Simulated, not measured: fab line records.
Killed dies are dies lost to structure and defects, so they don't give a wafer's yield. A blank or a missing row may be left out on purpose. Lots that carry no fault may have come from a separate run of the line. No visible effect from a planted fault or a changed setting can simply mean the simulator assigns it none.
fab line records | flow nandHarc
record: lots: 14 | wafers: 42 | lastDay: 34
route steps=1302 shown A_CONTACT@1013 THIN_TSV@1270 END@1302
lots that met no fault: taken from a fault-free run of the same line
startH: start of the lot's first displayed wafer, in hours after the record's first day | waitH: time in hours since the lot's previous step | " same as the row above | L1.1+2: one row covering several wafers at once | - value missing, or start not given | * or withheld: withheld | < > ~ a bound
route shown NAME@n: names a module that has steps shown in the file, with the first one's number in the route | usual: mean/standard deviation of fault-free wafers | same: alike in all rows | chamber/n: place in a boat | sites: per-site readings | _std_site: the values' standard deviation | _edge_site: mean of outer sites minus mean of inner sites | radiusMm: for every site, how far away it sits from the centre of the wafer | mask NAME#n: copy n | behind: the last tool/chamber to shape the wafer | hold: why the lot was held/for how many hours/how that ended | device: the n, p or np transistor that did not switch | end of line: tests run on the same wafers once the route is complete | a step given without rows: its recipe and nothing more | killed: not the wafer's yield, but the dies lost to structure and defects at the first sort | map: shows each die of a wafer: x if killed, . if not, _ if none is there
set.NAME: the setting the step ran with; set.NAME@STEP: the setting that earlier step ran with | model.NAME: the simulator's own value behind a step, which no gauge read
steps of the route over a sample of lots; a table a step, a row a wafer
services: a tool's chamber out of use, with start hour (startH, from the record's first day; less than 0 if before it), hours out, and reason
== steps ==
step: NHARC_A_CONTACT_ETCH_119
recipe: sourceW: withheld | pressureMtorr: 20 | biasV: 3000 | timeS: 190 | targetDepthA: 18500 | arFlowSccm: withheld | c4f8FlowSccm: withheld | o2FlowSccm: withheld | chemistry: C4F8/O2/Ar
usual: oesAirLineAu: 1.002/0.021
lot.wafer | tool          | chamber | startH | waitH | oesAirLineAu | rfHoursCounterH
L127.1    | harCapEtch-02 | 0       | 510.72 | 0.1   | 0.999        | 85
L127.2    | "             | 1       | "      | "     | 0.978        | 85
L127.4    | "             | 0       | "      | "     | 1.033        | -
L128.3    | harCapEtch-03 | 0       | 513.91 | 0.1   | 0.960        | -
L128.6    | "             | 1       | "      | "     | 0.970        | -
L128.5    | "             | 0       | "      | "     | 0.974        | -
L130.2    | harCapEtch-02 | 1       | 520.99 | 0.1   | 1.006        | 89
L130.1    | "             | 0       | "      | "     | 0.999        | 89
L130.3    | "             | 0       | "      | "     | 1.038        | -
L132.2    | harCapEtch-03 | 1       | 546.50 | 0.1   | 0.995        | 51
L132.6    | "             | 1       | "      | "     | 0.979        | -
L132.5    | "             | 0       | "      | "     | 1.002        | -
L133.4    | harCapEtch-01 | 0       | 571.49 | 0.1   | 1.042        | -
L133.3    | "             | 1       | "      | "     | 1.019        | -
L133.5    | "             | 0       | "      | "     | 1.020        | -
L134.1    | harCapEtch-02 | 0       | 589.63 | 0.1   | 0.996        | 97
L134.3    | "             | 1       | "      | "     | 1.007        | -
L134.5    | "             | 0       | "      | "     | 0.998        | -
L135.1    | harCapEtch-01 | 0       | 591.16 | 0.1   | 1.020        | 13
L135.4    | "             | 1       | "      | "     | 1.011        | -
L135.5    | "             | 1       | "      | "     | 1.002        | -
L138.2    | harCapEtch-03 | 0       | 614.35 | 0.1   | 0.986        | 61
L138.1    | "             | 1       | "      | "     | 0.999        | 61
L138.4    | "             | 0       | "      | "     | 0.978        | -
L144.1    | harCapEtch-03 | 0       | 664.47 | 0.1   | 1.014        | 70
L144.2    | "             | 1       | "      | "     | 1.000        | 70
L144.3    | "             | 0       | "      | "     | 1.009        | -
L145.1    | harCapEtch-03 | 0       | 686.02 | 0.1   | 0.999        | 74
L145.4    | "             | 0       | "      | "     | 1.012        | -
L145.5    | "             | 1       | "      | "     | 1.007        | -
L146.2    | harCapEtch-01 | 0       | 708.09 | 0.1   | 1.022        | 36
L146.4    | "             | 0       | "      | "     | 1.007        | -
L146.3    | "             | 1       | "      | "     | 1.006        | -
L149.2    | harCapEtch-02 | 1       | 712.96 | 0.1   | 0.982        | 120
L149.4    | "             | 1       | "      | "     | 0.986        | -
L149.5    | "             | 0       | "      | "     | 0.989        | -
L148.1    | harCapEtch-01 | 0       | 714.82 | 0.1   | 0.974        | 38
L148.3    | "             | 0       | "      | "     | 0.972        | -
L148.6    | "             | 1       | "      | "     | 1.001        | -
L150.1    | harCapEtch-02 | 0       | 737.49 | 0.1   | 1.016        | 126
L150.3    | "             | 1       | "      | "     | 0.964        | -
L150.4    | "             | 0       | "      | "     | 0.981        | -
step: NHARC_THIN_TSV_DEGAS_49
recipe: tempC: 300 | timeS: 120
usual: heaterPowerW: 476/37
lot.wafer | tool          | chamber | startH | waitH | heaterPowerW
L127.2    | pvdSputter-02 | -       | 565.81 | 0.2   | 516
L127.1    | "             | -       | "      | "     | 421
L127.4    | "             | -       | "      | "     | 489
L128.3    | pvdSputter-02 | -       | 568.15 | 0.1   | 419
L128.6    | "             | -       | "      | "     | 489
L128.5    | "             | -       | "      | "     | 505
L130.3    | pvdSputter-03 | -       | 576.53 | 0.1   | 493
L130.1    | "             | -       | "      | "     | 472
L130.2    | "             | -       | "      | "     | 486
L132.2    | pvdSputter-03 | -       | 604.74 | 0.2   | 482
L132.5    | "             | -       | "      | "     | 453
L132.6    | "             | -       | "      | "     | 483
L133.3    | pvdSputter-02 | -       | 628.62 | 0.1   | 423
L133.4    | "             | -       | "      | "     | 498
L133.5    | "             | -       | "      | "     | 436
L134.3    | pvdSputter-03 | -       | 645.00 | 0.1   | 454
L134.1    | "             | -       | "      | "     | 490
L134.5    | "             | -       | "      | "     | 493
L135.4    | pvdSputter-02 | -       | 650.48 | 0.1   | 481
L135.1    | "             | -       | "      | "     | 505
L135.5    | "             | -       | "      | "     | 481
L138.4    | pvdSputter-03 | -       | 672.52 | 0.1   | 451
L138.2    | "             | -       | "      | "     | 467
L138.1    | "             | -       | "      | "     | 500
L144.2    | pvdSputter-01 | -       | 722.28 | 0.1   | 502
L144.3    | "             | -       | "      | "     | 430
L144.1    | "             | -       | "      | "     | 384
L145.1    | pvdSputter-02 | -       | 737.74 | 0.1   | 520
L145.4    | "             | -       | "      | "     | 437
L145.5    | "             | -       | "      | "     | 523
L146.4    | pvdSputter-02 | -       | 764.81 | 0.1   | 481
L146.3    | "             | -       | "      | "     | 519
L146.2    | "             | -       | "      | "     | 437
L149.2    | pvdSputter-03 | -       | 767.58 | 0.1   | 498
L149.4    | "             | -       | "      | "     | 429
L149.5    | "             | -       | "      | "     | 475
L148.3    | pvdSputter-03 | -       | 769.52 | 0.1   | 455
L148.1    | "             | -       | "      | "     | 489
L148.6    | "             | -       | "      | "     | 489
L150.3    | pvdSputter-02 | -       | 792.31 | 0.1   | 451
L150.4    | "             | -       | "      | "     | 528
L150.1    | "             | -       | "      | "     | 524
step: NHARC_THIN_TSV_DEGAS_53
recipe: tempC: 300 | timeS: 60
usual: heaterPowerW: 476/40
lot.wafer | tool          | chamber | startH | waitH | heaterPowerW
L127.2    | pvdSputter-01 | -       | 567.81 | 0.1   | 506
L127.1    | "             | -       | "      | "     | 436
L127.4    | "             | -       | "      | "     | 519
L128.3    | pvdSputter-01 | -       | 570.13 | 0.1   | 517
L128.5    | "             | -       | "      | "     | 429
L128.6    | "             | -       | "      | "     | 510
L130.2    | pvdSputter-02 | -       | 578.51 | 0.1   | 479
L130.1    | "             | -       | "      | "     | 508
L130.3    | "             | -       | "      | "     | 506
L132.2    | pvdSputter-01 | -       | 606.73 | 0.1   | 513
L132.6    | "             | -       | "      | "     | 428
L132.5    | "             | -       | "      | "     | 382
L133.3    | pvdSputter-03 | -       | 630.62 | 0.1   | 478
L133.4    | "             | -       | "      | "     | 477
L133.5    | "             | -       | "      | "     | 452
L134.3    | pvdSputter-01 | -       | 647.00 | 0.1   | 510
L134.1    | "             | -       | "      | "     | 383
L134.5    | "             | -       | "      | "     | 507
L135.1    | pvdSputter-02 | -       | 652.48 | 0.1   | 478
L135.4    | "             | -       | "      | "     | 535
L135.5    | "             | -       | "      | "     | 446
L138.1    | pvdSputter-02 | -       | 674.49 | 0.1   | 512
L138.4    | "             | -       | "      | "     | 483
L138.2    | "             | -       | "      | "     | 529
L144.2    | pvdSputter-03 | -       | 724.28 | 0.1   | 485
L144.1    | "             | -       | "      | "     | 504
L144.3    | "             | -       | "      | "     | 443
L145.4    | pvdSputter-03 | -       | 739.73 | 0.1   | 489
L145.1    | "             | -       | "      | "     | 481
L145.5    | "             | -       | "      | "     | 503
L146.3    | pvdSputter-03 | -       | 766.80 | 0.1   | 493
L146.4    | "             | -       | "      | "     | 492
L146.2    | "             | -       | "      | "     | 440
L149.2    | pvdSputter-02 | -       | 769.59 | 0.1   | 479
L149.4    | "             | -       | "      | "     | 514
L149.5    | "             | -       | "      | "     | 446
L148.1    | pvdSputter-03 | -       | 771.51 | 0.1   | 506
L148.3    | "             | -       | "      | "     | 448
L148.6    | "             | -       | "      | "     | 493
L150.3    | pvdSputter-02 | -       | 794.34 | 0.1   | 518
L150.1    | "             | -       | "      | "     | 448
L150.4    | "             | -       | "      | "     | 486
step: NHARC_THIN_TSV_CD_MEAS_37
usual: cdNm: 5001.0/2.5
lot.wafer | tool     | chamber | startH | waitH | cdNm
L127.1    | cdSem-03 | -       | 570.41 | -     | 5001.0
L127.2    | "        | -       | "      | "     | 4996.6
L127.4    | "        | -       | "      | "     | 5001.7
L128.3    | cdSem-03 | -       | 572.60 | -     | 4999.0
L128.5    | "        | -       | "      | "     | 5002.7
L128.6    | "        | -       | "      | "     | 4999.1
L130.1    | cdSem-03 | -       | 581.09 | -     | 5004.2
L130.2    | "        | -       | "      | "     | 4999.6
L130.3    | "        | -       | "      | "     | 4997.1
L132.2    | cdSem-02 | -       | 609.53 | -     | 5006.7
L132.5    | "        | -       | "      | "     | 5005.2
L132.6    | "        | -       | "      | "     | 5002.4
L133.3    | cdSem-01 | -       | 633.10 | -     | 4999.2
L133.4    | "        | -       | "      | "     | 4998.9
L133.5    | "        | -       | "      | "     | 4999.7
L134.1    | cdSem-03 | -       | 649.68 | -     | 4998.1
L134.3    | "        | -       | "      | "     | 5001.4
L134.5    | "        | -       | "      | "     | 5000.9
L135.1    | cdSem-03 | -       | 654.94 | -     | 4999.6
L135.4    | "        | -       | "      | "     | 5006.2
L135.5    | "        | -       | "      | "     | 4998.7
L138.1    | cdSem-03 | -       | 677.21 | -     | 5001.2
L138.2    | "        | -       | "      | "     | 5001.8
L138.4    | "        | -       | "      | "     | 5003.2
L144.1    | cdSem-03 | -       | 726.86 | -     | 4997.5
L144.2    | "        | -       | "      | "     | 5000.5
L144.3    | "        | -       | "      | "     | 5000.0
L145.1    | cdSem-02 | -       | 742.20 | -     | 4999.5
L145.4    | "        | -       | "      | "     | 5000.6
L145.5    | "        | -       | "      | "     | 5001.6
L146.2    | cdSem-01 | -       | 769.26 | -     | 5001.5
L146.3    | "        | -       | "      | "     | 5002.6
L146.4    | "        | -       | "      | "     | 5006.1
L149.2    | cdSem-01 | -       | 772.31 | -     | 5003.3
L149.4    | "        | -       | "      | "     | 5003.7
L149.5    | "        | -       | "      | "     | 5000.7
L148.1    | cdSem-03 | -       | 773.95 | -     | 5003.7
L148.3    | "        | -       | "      | "     | 5002.0
L148.6    | "        | -       | "      | "     | 4996.7
L150.1    | cdSem-02 | -       | 796.90 | -     | 5006.4
L150.3    | "        | -       | "      | "     | 5003.9
L150.4    | "        | -       | "      | "     | 5005.3
step: NHARC_END_SORT_01
recipe: tempC: 25
usual: killedAtArray: 64/18 | killedAtOther: 0.8/1.1 | killedAtPeriphery: 3.8/2.7 | killedDies: 68/18 | killedOpen: 3.3/1.9 | killedShort: 2.3/1.8
same: grossDies: 677
lot.wafer | tool      | chamber | startH | waitH | killedAtArray | killedAtOther | killedAtPeriphery | killedDies | killedOpen | killedShort
L144.1    | prober-02 | 0       | 735.98 | 2.5   | 132           | 0             | 2                 | 134        | 3          | 2
L144.2    | prober-02 | 0       | 736.77 | 2.8   | 103           | 0             | 3                 | 106        | 3          | 1
L144.3    | prober-02 | 0       | 737.57 | 3.1   | 138           | 0             | 0                 | 138        | 2          | 0
L145.1    | prober-01 | 0       | 753.06 | 2.5   | 133           | 1             | 1                 | 135        | 6          | 2
L145.4    | prober-01 | 0       | 755.44 | 3.4   | 138           | 0             | 3                 | 141        | 4          | 5
L145.5    | prober-01 | 0       | 756.24 | 3.7   | 112           | 0             | 3                 | 115        | 3          | 0
killed by level:class
L144.1 A_CONTACT:unspecified=58 A_CHANNEL_HOLE_D1:chamberFilmFlake=36 A_CHANNEL_HOLE_D2:chamberFilmFlake=22 A_SLIT:chamberFilmFlake=5 A_CHANNEL_FILL_D1:chamberFilmFlake=3 A_STAIRCASE:chamberFilmFlake=3 P_CONTACT:geometricParticle:short=1 A_ONON_D1:geometricParticle:open=1
L144.2 A_CONTACT:unspecified=59 A_CHANNEL_HOLE_D1:chamberFilmFlake=28 A_SLIT:chamberFilmFlake=5 A_CHANNEL_HOLE_D2:chamberFilmFlake=4 A_STAIRCASE:chamberFilmFlake=3 P_M0:geometricParticle:open=2 A_WL_FILL:chamberFilmFlake=2 P_CONTACT:geometricParticle:short=1
L144.3 A_CONTACT:unspecified=74 A_CHANNEL_HOLE_D1:chamberFilmFlake=27 A_CHANNEL_HOLE_D2:chamberFilmFlake=25 A_SLIT:chamberFilmFlake=5 A_STAIRCASE:chamberFilmFlake=2 A_M0:chamberFilmFlake=2 A_ONON_D1:geometricParticle:open=1 A_CHANNEL_FILL_D1:geometricParticle:open=1
L145.1 A_CONTACT:unspecified=70 A_CHANNEL_HOLE_D1:chamberFilmFlake=31 A_CHANNEL_HOLE_D2:chamberFilmFlake=20 A_ONON_D2:geometricParticle:open=2 A_STAIRCASE:chamberFilmFlake=2 P_M1:geometricParticle:open=1 A_CHANNEL_FILL_D1:geometricParticle:short=1 A_ONON_D2:geometricParticle:short=1
L145.4 A_CONTACT:unspecified=70 A_CHANNEL_HOLE_D1:chamberFilmFlake=26 A_CHANNEL_HOLE_D2:chamberFilmFlake=23 A_CONTACT:chamberFilmFlake=6 A_WL_FILL:geometricParticle:short=2 P_GATE:chamberFilmFlake=2 A_M0:chamberFilmFlake=2 P_CONTACT:geometricParticle:open=1
L145.5 A_CONTACT:unspecified=53 A_CHANNEL_HOLE_D1:chamberFilmFlake=28 A_CHANNEL_HOLE_D2:chamberFilmFlake=21 A_STAIRCASE:chamberFilmFlake=2 A_WL_FILL:chamberFilmFlake=2 P_CONTACT:geometricParticle:open=1 P_M0:geometricParticle:open=1 A_CHANNEL_FILL_D1:geometricParticle:open=1
== services ==
tool          | chamber | startH | hours | kind
harCapEtch-01 | -       | 497.00 | 17.0  | pm
harCapEtch-01 | 0       | 497.00 | 17.0  | ventCycle
harCapEtch-01 | 1       | 497.00 | 17.0  | ventCycle
harCapEtch-01 | 0       | 514.00 | -     | clean
harCapEtch-01 | 1       | 514.00 | -     | clean
pvdSputter-03 | -       | 523.20 | 2.8   | repair
pvdSputter-03 | -       | 526.00 | 10.0  | pm
pvdSputter-01 | -       | 582.04 | 10.0  | pm
pvdSputter-02 | -       | 638.20 | 10.0  | pm
pvdSputter-01 | -       | 684.99 | 8.9   | repair
pvdSputter-03 | -       | 704.00 | 10.0  | pm
harCapEtch-02 | -       | 756.80 | 17.0  | pm
harCapEtch-02 | 0       | 756.80 | 17.0  | ventCycle
harCapEtch-02 | 1       | 756.80 | 17.0  | ventCycle
pvdSputter-01 | -       | 760.04 | 10.0  | pm
harCapEtch-02 | 0       | 773.80 | -     | clean
harCapEtch-02 | 1       | 773.80 | -     | clean
== key ==
firstSign: step: NHARC_END_SORT_01 | reading: killedAtArray | direction: up | sigmas: 3.4 | usual: 64 | struck: 126
effect: step: NHARC_END_SORT_01 | reading: killedDies | direction: up | sigmas: 3.3 | usual: 68 | struck: 128
moreKillsBornAt: NHARC_A_CONTACT_ETCH_119@harCapEtch-03: 384
metAt NHARC_A_CONTACT_ETCH_119
struckLots L144,L145
testerLeftOut L144,L145
notActingAt NHARC_THIN_TSV_DEGAS_49,NHARC_THIN_TSV_DEGAS_53,NHARC_THIN_TSV_CD_MEAS_37
onsetBetween 614.35 664.47
fault: kind: chamberParticleSource | tool: harCapEtch-03 | chamber: - | onsetH: 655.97 | steps: NHARC_A_CONTACT_ETCH_119 | ratePerVisitCm2: 0.39346 | endH: 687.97
testerLeftOut: of these lots the tester's yield and bins aren't shown, on N5 and GAA mostly nor the transistor test; their killed dies are dies lost to structure and defects alone, not to doping, threshold or leakage, so they don't give the yield
